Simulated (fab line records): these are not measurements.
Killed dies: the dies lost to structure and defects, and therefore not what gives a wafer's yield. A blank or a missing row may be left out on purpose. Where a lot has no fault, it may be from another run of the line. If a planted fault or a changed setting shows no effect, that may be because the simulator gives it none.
Comparing a struck lot with a sound one    flow nand harc    19 steps out of a route of 1302
Sound: these wafers, L661.1, L661.3, L661.6. Wafers L670.1, L670.4, L670.6 were the ones struck. The cause is given at the end.
At each step with rows: each side's tool, then ch and its chambers, then its first start. Under that, the readings that differ: sound wafers    struck wafers    difference of the means    sigmas: that difference in standard deviations of wafers without a fault.
alike: readings with means less than 2 such deviations apart, plus words and numbers identical on both sides. not compared: withheld readings, readings lacking a value on some wafer, bounds such as >300 that could conceal the same value, and numbers that have no deviation in the record and whose values overlap.
Wherever a step has rows on one side only, a row that says differs or no value, or a row with sigmas, the two part there. When numbers do not overlap yet have no deviation, they are printed without sigmas and do not part them. A reading that every wafer of one side lacks parts them only if that side has two wafers or more.

NHARC_P_GATE_CD_MEAS_59: the cd target is 720 nm.
  sound on cd sem-03 ch 0, day 8 19:26; struck on cd sem-01 ch 0, day 12 17:37
  alike: cd nm
then, 1 step without rows for these wafers: NHARC_P_GATE_HARDBAKE_60 (time 80 s).
NHARC_P_GATE_DESCUM_61: chemistry O2, time 3 s.
  sound on rie diel-04 ch 1,2,3, day 8 19:37; struck on rie diel-10 ch 0,2, day 12 17:47
  alike: drypump motor current A, oes product au, rf vpp V, showerhead plenum p Torr, throttle valve pct
  not compared: rf hours counter h
next, for these wafers, 1 step has no rows: NHARC_P_GATE_IMPLANT_62.
NHARC_P_GATE_STRIP_112: strips in N2/H2, time 200 s.
  sound on plasma asher-02 ch 1, day 8 19:58; struck on plasma asher-02 ch 0,1, day 12 18:09
  alike: drypump motor current A, heater power w, temp c
  not compared: rf hours counter h
NHARC_P_GATE_STRIP_76: strips in O2.
  sound on plasma asher-02 ch 1, day 8 20:14; struck on plasma asher-02 ch 0,1, day 12 18:25
  alike: drypump motor current A, heater power w, temp c
  not compared: rf hours counter h
then, 6 steps without rows for these wafers: NHARC_P_GATE_STRIP_63 (strips in SPM, time 900 s); NHARC_P_GATE_DEHYDRATE_83 (time 120 s); NHARC_P_GATE_HMDS_84 (time 30 s); NHARC_P_GATE_COAT_85; NHARC_P_GATE_SOFTBAKE_86 (time 95 s); NHARC_P_GATE_EBR_87.
NHARC_P_GATE_EXPOSE_88: exposes mask P HVN, target cd 2000 nm.
  sound on krf scanner-02 ch 0, day 8 20:52; struck on krf scanner-02 ch 0, day 12 19:11
reading               sound                 struck                difference  sigmas
exposure dose mJ cm2  11.873 11.878 11.882  11.168 11.187 11.187  -0.697      -58
  alike: mask, stage vel mm s
then, 2 steps without rows for these wafers: NHARC_P_GATE_PEB_89 (peb time 85 s); NHARC_P_GATE_DEVELOP_90 (time 70 s).
NHARC_P_GATE_CD_MEAS_91: the cd target is 2000 nm.
  sound on cd sem-03 ch 0, day 8 21:01; struck on cd sem-01 ch 0
reading     sound                 struck                difference  sigmas
cd nm (nm)  1999.2 1998.4 2000.6  1987.5 1987.1 1986.3  -12.4       -7
  not compared: hold
NHARC_P_GATE_DESCUM_93: chemistry O2, time 3 s.
  sound on rie diel-04 ch 1,2,3, day 8 21:11; struck on rie diel-05 ch 2,3, day 13 01:04
reading                  sound           struck          difference  sigmas
model.P_GATE.cd nm (nm)  1999 1998 2000  1987 1987 1986  -12         
  alike: drypump motor current A, oes product au, rf vpp V, showerhead plenum p Torr, throttle valve pct
  not compared: rf hours counter h
then, 2 steps without rows for these wafers: NHARC_P_GATE_IMPLANT_94; NHARC_END_SORT_01.

WHERE THEY PART
First at NHARC_P_GATE_EXPOSE_88; last, within this record, at NHARC_P_GATE_CD_MEAS_91. Later steps at which nothing parts them and some readings are alike: NHARC_P_GATE_DESCUM_93.

WHY: whatever the simulator had introduced
Drift in process parameters on krf scanner-02 at NHARC_P_GATE_EXPOSE_88, starting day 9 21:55. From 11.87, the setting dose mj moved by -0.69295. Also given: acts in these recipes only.
